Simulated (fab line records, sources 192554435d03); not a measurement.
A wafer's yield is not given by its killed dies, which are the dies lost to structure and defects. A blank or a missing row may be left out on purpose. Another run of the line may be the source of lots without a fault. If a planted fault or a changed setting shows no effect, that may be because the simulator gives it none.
Chamber matching | flow n5Finfet | 4 sister chambers for N5_BEOL_M3_CMP_52 on cmp-03
The step polishes, stops on SiOC, t overpolish 6.8 s, target thk 40 nm. 8 wafers are shown with their chamber, then 8 later ones without.

== EACH WAFER AND ITS CHAMBER ==
wafer  | chamber | timeToEndpointS (s) | motorCurrentA (A)
L081.4 | 3       | 65                  | 6.0
L085.4 | 1       | 55                  | 6.0
L086.2 | 0       | 63                  | 6.3
L089.1 | 3       | 68                  | 6.2
L089.4 | 2       | 58                  | 5.7
L090.2 | 2       | 57                  | 6.0
L090.4 | 0       | 60                  | 6.4
L093.1 | 1       | 56                  | 6.1

== WAFERS WITH NO CHAMBER GIVEN ==
wafer  | timeToEndpointS (s) | motorCurrentA (A)
L093.2 | 54                  | 5.9
L094.1 | 58                  | 6.6
L094.4 | 58                  | 6.4
L095.1 | 63                  | 6.6
L095.3 | 61                  | 6.4
L095.4 | 60                  | 5.5
L096.3 | 66                  | 6.1
L096.4 | 59                  | 6.6

== CHAMBER TAKEN BY EACH ==
wafer  | from the rows above          | in truth
L093.2 | can't be placed: 1 or 2      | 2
L094.1 | can't be placed: 0 or 1      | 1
L094.4 | can't be placed: 0 or 1 or 2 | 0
L095.1 | 0                            | 0
L095.3 | 0                            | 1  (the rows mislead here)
L095.4 | can't be placed: 2 or 1      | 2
L096.3 | 3                            | 3
L096.4 | 0                            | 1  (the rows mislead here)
Correctly placed: 2 of 8. Can't be placed from these rows: 4 (the true chamber is among the candidates in 4). Number placed wrongly: 2.
How it was worked out, from the rows above alone: a wafer's distance from a chamber is the root of the sum, over the readings, of the square of ((its reading less the chamber's mean) divided by the reading's scatter). The wafer belongs to the nearest chamber; if the next one is less than 2 further off, it can't be placed. The mean given for a chamber averages the wafers shown for that chamber. How the scatter is found: for the shown wafers, subtract from each reading the mean of its chamber, square and add these, divide the total by (wafers less chambers), then take the root.
